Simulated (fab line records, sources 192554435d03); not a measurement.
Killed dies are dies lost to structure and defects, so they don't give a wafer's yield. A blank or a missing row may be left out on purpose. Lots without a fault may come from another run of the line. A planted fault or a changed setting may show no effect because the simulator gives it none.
Chamber matching | flow n5_finfet | N5_BEOL_M2_DESCUM_16 on rie_diel-03: 4 sister chambers
The step chemistry O2, time 7 s. 22 wafers are shown with their chamber, then 11 later ones without.

WAFERS WITH THEIR CHAMBER
wafer  | chamber | throttle_valve_pct (%) | showerhead_plenum_p_Torr (Torr) | oes_product_au (a.u.)
L076.1 | 0       | 20.8                   | 1.99                            | 0.74
L076.2 | 2       | 20.2                   | 2.23                            | 0.90
L076.3 | 1       | 20.4                   | 1.95                            | 0.67
L076.4 | 3       | 20.4                   | 2.21                            | 0.81
L076.5 | 3       | 20.4                   | 2.21                            | 0.81
L076.6 | 0       | 20.8                   | 1.99                            | 0.73
L077.1 | 1       | 20.5                   | 1.95                            | 0.68
L077.4 | 0       | 20.8                   | 1.99                            | 0.74
L077.5 | 2       | 20.2                   | 2.23                            | 0.91
L084.2 | 0       | 20.9                   | 1.98                            | 0.71
L084.4 | 2       | 20.2                   | 2.22                            | 0.87
L084.5 | 2       | 20.2                   | 2.22                            | 0.87
L089.1 | 1       | 20.2                   | 2.21                            | 0.92
L089.2 | 3       | 20.4                   | 2.20                            | 0.78
L089.3 | 2       | 20.2                   | 2.22                            | 0.87
L089.4 | 0       | 20.9                   | 1.98                            | 0.72
L089.5 | 1       | 20.1                   | 2.21                            | 0.92
L089.6 | 2       | 20.2                   | 2.22                            | 0.87
L090.2 | 0       | 20.9                   | 1.98                            | 0.72
L090.5 | 2       | 20.2                   | 2.22                            | 0.85
L090.6 | 3       | 20.4                   | 2.20                            | 0.78
L093.1 | 2       | 20.2                   | 2.22                            | 0.86

SIGNATURES (means of the wafers above)
reading                  | chamber 0 | chamber 1 | chamber 2 | chamber 3 | scatter within a chamber
throttle_valve_pct       | 20.850    | 20.300    | 20.200    | 20.400    | 0.0799
showerhead_plenum_p_Torr | 1.9850    | 2.0800    | 2.2225    | 2.2050    | 0.0615
oes_product_au           | 0.7267    | 0.7975    | 0.8750    | 0.7950    | 0.0599
Rule: a wafer's distance from a chamber is the root of the sum, over the readings, of the square of ((its reading less the chamber's mean) divided by the reading's scatter). The wafer belongs to the nearest chamber; if the next one is less than 2 further off, it can't be placed. The scatter: the root of (the sum of the squares of (reading less its chamber's mean) over the shown wafers, divided by (wafers less chambers)).

WAFERS WITHOUT THEIR CHAMBER
wafer  | throttle_valve_pct (%) | showerhead_plenum_p_Torr (Torr) | oes_product_au (a.u.)
L093.2 | 20.4                   | 2.20                            | 0.77
L093.3 | 20.9                   | 1.98                            | 0.72
L093.4 | 20.2                   | 2.20                            | 0.91
L093.5 | 20.9                   | 1.98                            | 0.72
L093.6 | 20.2                   | 2.20                            | 0.90
L096.2 | 20.5                   | 2.19                            | 0.77
L096.3 | 20.9                   | 1.97                            | 0.71
L096.4 | 20.2                   | 2.20                            | 0.89
L097.1 | 20.2                   | 2.21                            | 0.82
L097.3 | 20.9                   | 1.97                            | 0.70
L097.6 | 20.4                   | 2.19                            | 0.77

WHICH CHAMBER EACH WENT THROUGH
wafer  | from the rows above          | in truth
L093.2 | can't be placed: 3 or 1      | 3
L093.3 | 0                            | 0
L093.4 | 2                            | 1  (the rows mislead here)
L093.5 | 0                            | 0
L093.6 | 2                            | 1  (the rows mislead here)
L096.2 | can't be placed: 3 or 1      | 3
L096.3 | 0                            | 0
L096.4 | 2                            | 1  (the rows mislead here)
L097.1 | can't be placed: 2 or 1 or 3 | 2
L097.3 | 0                            | 0
L097.6 | can't be placed: 3 or 1      | 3
Placed correctly: 4 of 11. Can't be placed from these rows: 4 (the true chamber is among the candidates in 4). Placed wrongly: 3.
